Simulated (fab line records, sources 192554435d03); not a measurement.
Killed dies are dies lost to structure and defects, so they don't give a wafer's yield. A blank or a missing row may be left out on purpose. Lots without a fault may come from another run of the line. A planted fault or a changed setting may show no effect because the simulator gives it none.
fab line records | flow n5_finfet
record lots=7 wafers=19 last_day=17
route steps=1938 shown BEOL_M13@1682
lots that met no fault: from a run of the same line without faults
start_h: hours from the record's first day to the start of the lot's first wafer shown | wait_h: hours since the lot's step before | " the same as in the row above | L1.1+2: a row that stands for several wafers | - no value, or no start given | * or withheld: withheld | < > ~ a bound
route shown NAME@n: a module of which the file shows steps, and the number in the route of the first | usual: mean/standard deviation of fault-free wafers | same: alike in all rows | chamber/n: place in a boat | sites: the reading at each site | _std_site: their standard deviation | _edge_site: outer sites' mean less inner sites' | radius_mm: how far each site lies from the wafer's centre | mask NAME#n: copy n | behind: the tool/chamber that last shaped the wafer | hold: why the lot was held/for how many hours/how that ended | device: the transistor (n, p or np) that didn't switch | end of line: the same wafers' tests at the end of the route | a step without rows: its recipe alone | killed: dies lost to structure and defects at the first sort, not the wafer's yield | map: a wafer's dies, x killed, . not, _ none there
set.NAME: the setting as run; set.NAME@STEP: as run at that earlier step | model.NAME: the simulator's own value behind a step, which no gauge read
lots at some steps of the route; a table a step, a row a wafer
services: from which hour (start_h, from the record's first day; less than 0 if before it) a tool's chamber was out of use, for how many hours, and why
## steps
# step N5_BEOL_M13_COAT_22
# recipe spin_rpm=2888 resist_thk_nm=300
# step N5_BEOL_M13_EBR_24
# recipe solvent=PGMEA ebr_width_mm=1.5
# step N5_BEOL_M13_SOFTBAKE_23
# recipe temp_c=130 time_s=60
# step N5_BEOL_M13_EXPOSE_25
# recipe mask_id=M13 na=0.93 source_shape=conventional sigma_outer=0.4 polarization=unpolarized target_cd_nm=210 dose_mj=22
# step N5_BEOL_M13_PEB_26
# recipe peb_temp_c=130 peb_time_s=90
# step N5_BEOL_M13_DEVELOP_27
# recipe develop_time_s=45 rinse_liquid=diw dry=air_spin dev_temp_c=21
# step N5_BEOL_M13_HARDBAKE_32
# recipe temp_c=130 time_s=120
# step N5_BEOL_M13_CD_MEAS_28
# recipe target_cd_nm=209.5 landing_energy_ev=500 detector=se_inlens
# usual cd_nm=209.1/0.88
# same landing_energy_ev=500
# columns lot.wafer tool chamber start_h wait_h cd_nm
L921.2 cd_sem-03 0 303.52 - 208.7
L921.5 " 0 " " 208.0
L921.6 " 0 " " 207.7
L926.1 cd_sem-03 0 339.98 - 208.6
L926.3 " 0 " " 208.7
L926.6 " 0 " " 208.7
L925.3 cd_sem-02 0 345.70 - 208.2
L925.4 " 0 " " 209.5
L925.6 " 0 " " 209.3
L929.1 cd_sem-02 0 358.52 - 210.2
L929.4 " 0 " " 209.6
L929.5 " 0 " " 209.5
L930.5 cd_sem-01 0 376.42 - 209.7
L930.6 " 0 " " 207.9
L931.1 cd_sem-03 0 381.85 - 208.7
L931.2 " 0 " " 208.9
L931.4 " 0 " " 207.8
L933.4 cd_sem-01 0 385.64 - 208.8
L933.6 " 0 " " 208.4
# step N5_BEOL_M13_OVL_MEAS_29
# recipe points_per_wafer=44
# usual M13_OVL=2/7
# columns lot.wafer tool chamber start_h wait_h M13_OVL[nm]
L921.2 overlay-02 0 303.55 0.0 3
L921.5 " 0 " " 6
L921.6 " 0 " " 3
L926.1 overlay-02 0 340.01 0.0 7
L926.3 " 0 " " 13
L926.6 " 0 " " 5
L925.3 overlay-01 0 345.73 0.0 -7
L925.4 " 0 " " -3
L925.6 " 0 " " -2
L929.1 overlay-01 0 358.55 0.0 11
L929.4 " 0 " " 7
L929.5 " 0 " " 8
L930.5 overlay-02 0 376.45 0.0 10
L930.6 " 0 " " 3
L931.1 overlay-02 0 381.88 0.0 10
L931.2 " 0 " " 9
L931.4 " 0 " " 8
L933.4 overlay-02 0 385.67 0.0 7
L933.6 " 0 " " 19
# step N5_BEOL_M13_INSPECT_30
# recipe mode=adi inspect_instrument=macro
# usual raw_defect_count=2.1/1.5
# columns lot.wafer tool chamber start_h wait_h raw_defect_count
L921.2 defect_inspect-01 - 303.57 0.0 1
L921.5 " - " " 2
L921.6 " - " " 4
L926.1 defect_inspect-02 - 340.03 0.0 0
L926.3 " - " " 2
L926.6 " - " " 1
L925.3 defect_inspect-01 - 345.75 0.0 1
L925.4 " - " " 0
L925.6 " - " " 0
L929.1 defect_inspect-01 - 358.57 0.0 7
L929.4 " - " " 0
L929.5 " - " " 2
L930.5 defect_inspect-01 - 376.47 0.0 2
L930.6 " - " " 1
L931.1 defect_inspect-02 - 381.90 0.0 4
L931.2 " - " " 0
L931.4 " - " " 1
L933.4 defect_inspect-02 - 385.69 0.0 2
L933.6 " - " " 2
# step N5_BEOL_M13_DESCUM_33
# recipe chemistry=O2 time_s=7.9 source_power_w=50 bias_power_w=20 pressure_mtorr=20 rf_frequency_hz=2.712e+07 temp_c=40 o2_flow_sccm=225
# usual drypump_motor_current_A=5.6/0.35 oes_product_au=0.80/0.091 rf_vpp_V=243.5/1.6 showerhead_plenum_p_Torr=2.12/0.083 throttle_valve_pct=20.33/0.21
# columns lot.wafer tool chamber start_h wait_h drypump_motor_current_A oes_product_au rf_hours_counter_h rf_vpp_V showerhead_plenum_p_Torr throttle_valve_pct
L921.2 rie_diel-01 0 303.78 0.2 5.9 0.79 102 243.7 2.11 20.12
L921.5 " 1 " " 5.7 0.69 - 242.2 2.06 20.90
L921.6 " 0 " " 5.9 0.79 - 244.6 2.11 20.12
L926.1 rie_diel-01 2 340.11 0.1 5.3 0.80 90 242.7 2.02 19.95
L926.3 " 3 " " 5.3 0.87 46 242.7 2.05 20.18
L926.6 " 3 " " 5.3 0.87 - 241.4 2.05 20.17
L925.3 rie_diel-04 1 345.79 0.0 5.2 0.81 105 239.7 2.02 20.58
L925.4 " 2 " " 5.5 0.73 212 244.3 2.16 20.46
L925.6 " 3 " " 5.2 0.86 - 245.6 2.22 20.00
L929.1 rie_diel-04 3 358.61 0.0 5.2 0.85 52 244.8 2.21 20.01
L929.4 " 1 " " 5.2 0.80 110 241.6 2.02 20.59
L929.5 " 0 " " 5.0 0.68 - 243.5 2.15 20.52
L930.5 rie_diel-04 2 376.87 0.4 5.5 0.71 - 244.6 2.16 20.51
L930.6 " 3 " " 5.2 0.84 - 246.1 2.21 20.03
L931.1 rie_diel-02 3 381.94 0.0 5.9 0.94 9 244.1 2.14 20.18
L931.2 " 0 " " 5.8 0.92 22 242.5 2.13 20.20
L931.4 " 2 " " 6.0 0.69 227 240.1 1.97 20.41
L933.4 rie_diel-04 1 385.72 0.0 5.2 0.79 119 242.4 2.01 20.58
L933.6 " 0 " " 4.9 1.00 - 244.0 2.15 20.13
# step N5_BEOL_M13_ETCH_67
# recipe chemistry=CF4 target=SiARC target_depth_a=1430 time_s=238.3 ion_energy_ev=80 pressure_mtorr=40 source_w=545 bias_w=36 Ar_flow_sccm=100 cf4_flow_sccm=100 ends=cleared
# usual cf4_flow_sccm=99.97/0.29 drypump_motor_current_A=5.5/0.35 etch_rf_on_time_s=237/3.9 oes_product_au=0.69/0.076 rf_vpp_V=184.3/1.3 showerhead_plenum_p_Torr=2.17/0.079 throttle_valve_pct=15.53/0.21
# columns lot.wafer tool chamber start_h wait_h cf4_flow_sccm drypump_motor_current_A etch_rf_on_time_s oes_product_au rf_hours_counter_h rf_vpp_V showerhead_plenum_p_Torr throttle_valve_pct
L921.2 rie_diel-01 0 303.81 0.0 99.83 5.9 237 0.68 102 182.9 2.16 15.31
L921.5 " 1 " " 99.87 5.8 242 0.59 - 182.5 2.11 16.09
L921.6 " 0 " " 99.60 5.9 237 0.68 - 184.5 2.16 15.32
L926.1 rie_diel-01 2 340.15 0.0 99.54 5.3 234 0.68 90 183.8 2.09 15.28
L926.3 " 3 " " 99.75 5.3 235 0.73 46 183.1 2.09 15.32
L926.6 " 3 " " 99.73 5.3 238 0.74 - 183.1 2.09 15.31
L925.3 rie_diel-04 1 345.82 0.0 100.16 5.1 230 0.71 105 185.2 2.07 15.71
L925.4 " 2 " " 100.78 5.5 237 0.62 212 185.7 2.21 15.68
L925.6 " 3 " " 99.95 5.2 235 0.73 - 184.8 2.27 15.23
L929.1 rie_diel-04 3 358.64 0.0 100.34 5.2 235 0.72 52 185.3 2.27 15.25
L929.4 " 1 " " 99.78 5.2 232 0.70 110 182.5 2.07 15.75
L929.5 " 0 " " 100.03 5.0 243 0.59 - 185.1 2.19 15.81
L930.5 rie_diel-04 2 376.96 0.1 99.82 5.4 238 0.61 - 186.7 2.20 15.74
L930.6 " 3 " " 100.07 5.2 236 0.72 - 185.2 2.26 15.26
L931.1 rie_diel-02 3 381.97 0.0 100.49 5.9 234 0.80 9 185.4 2.18 15.28
L931.2 " 0 " " 99.82 5.8 232 0.78 22 183.0 2.18 15.34
L931.4 " 2 " " 99.96 6.0 240 0.60 227 183.0 2.03 15.68
L933.4 rie_diel-04 1 385.76 0.0 99.93 5.2 236 0.69 119 183.6 2.06 15.75
L933.6 " 0 " " 99.87 4.9 239 0.85 - 184.7 2.19 15.31
# step N5_BEOL_M13_ETCH_68
# recipe chemistry=N2/H2 target=SOC mask_material=SiARC source_w=3000 bias_w=350 temp_c=40 time_s=355 ion_energy_ev=200 pressure_mtorr=30 n2_flow_sccm=200 h2_flow_sccm=200
# usual drypump_motor_current_A=5.6/0.34 oes_product_au=0.80/0.091 rf_vpp_V=524.8/2.8 run_length_s=378.5/0.41 showerhead_plenum_p_Torr=2.57/0.097 throttle_valve_pct=17.70/0.23
# columns lot.wafer tool chamber start_h wait_h drypump_motor_current_A oes_product_au rf_hours_counter_h rf_vpp_V run_length_s showerhead_plenum_p_Torr throttle_valve_pct model.SiARC_of_BEOL_M13_COAT_66.thk_nm
L921.2 rie_diel-01 0 303.96 0.1 5.9 0.79 103 523.8 378.7 2.56 17.43 77.4
L921.5 " 1 " " 5.8 0.69 - 521.3 379.0 2.50 18.29 78.2
L921.6 " 0 " " 5.8 0.79 - 525.2 378.8 2.56 17.41 77.4
L926.1 rie_diel-01 2 340.30 0.1 5.4 0.81 90 520.2 378.3 2.47 17.37 76.4
L926.3 " 3 " " 5.3 0.87 46 524.7 378.5 2.48 17.46 76.8
L926.6 " 3 " " 5.3 0.88 - 520.9 378.3 2.48 17.45 76.8
L925.3 rie_diel-04 1 345.97 0.1 5.3 0.81 105 522.1 378.9 2.45 17.90 77.2
L925.4 " 2 " " 5.5 0.72 212 526.3 378.4 2.63 17.80 77.8
L925.6 " 3 " " 5.1 0.86 - 528.3 378.5 2.70 17.43 76.6
L929.1 rie_diel-04 3 358.79 0.1 5.2 0.87 53 526.5 378.8 2.70 17.42 76.2
L929.4 " 1 " " 5.2 0.81 110 521.7 263.8 2.45 17.93 87.4
L929.5 " 0 " " 4.9 0.70 - 525.1 263.8 2.62 17.89 88
L930.5 rie_diel-04 2 377.14 0.1 5.5 0.72 - 527.0 263.1 2.62 17.81 88
L930.6 " 3 " " 5.2 0.84 - 527.9 378.3 2.70 17.43 76.8
L931.1 rie_diel-02 3 382.12 0.1 5.9 0.93 9 525.9 378.1 2.59 17.52 77.2
L931.2 " 0 " " 5.8 0.91 22 525.5 378.6 2.59 17.60 76.8
L931.4 " 2 " " 6.0 0.69 227 519.6 379.3 2.41 17.99 77.8
L933.4 rie_diel-04 1 385.91 0.1 5.2 0.80 119 522.5 263.7 2.44 17.97 88.2
L933.6 " 0 " " 5.0 1.01 - 526.3 378.3 2.62 17.45 76.4
# step N5_BEOL_M13_STRIP_69
# recipe chemistry=N2/H2 temp_c=40 n2_flow_sccm=200 h2_flow_sccm=200 rf_frequency_hz=6e+07
## services
# columns tool chamber start_h hours kind
rie_diel-02 0 296.99 - clean
rie_diel-02 0 296.99 - consumable_replace:focus_ring
rie_diel-02 0 296.99 19.5 scheduled_down
rie_diel-02 0 296.99 19.5 vent_cycle
rie_diel-02 3 316.53 - clean
rie_diel-02 3 316.53 - consumable_replace:focus_ring
rie_diel-02 3 316.53 36.0 scheduled_down
rie_diel-02 3 316.53 36.0 vent_cycle
rie_diel-01 1 323.28 2.4 repair
rie_diel-01 1 325.83 - clean
rie_diel-01 1 325.83 - consumable_replace:focus_ring
rie_diel-01 1 325.83 22.3 scheduled_down
rie_diel-01 1 325.83 22.3 vent_cycle
rie_diel-04 0 369.95 - clean
rie_diel-04 0 369.95 - consumable_replace:focus_ring
rie_diel-02 2 383.27 9.3 repair
## key
first_sign step=N5_BEOL_M13_ETCH_68 reading=run_length_s direction=down sigmas=99+ usual=* struck=*
effect none on later readings
model_effect step=N5_BEOL_M13_ETCH_68 value=SiARC_of_BEOL_M13_COAT_66.thk_nm without=77.25 struck=87.9
met_at N5_BEOL_M13_ETCH_68
struck_wafers L929.4,L929.5,L930.5,L933.4
onset_between 345.97 358.79
fault kind=process_parameter_drift tool=rie_diel-04 chamber=- onset_h=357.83 steps=N5_BEOL_M13_ETCH_68 channel=time_s offset=* shape=step end_h=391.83 scope=struck_wafers_only acts_in=* stated=*
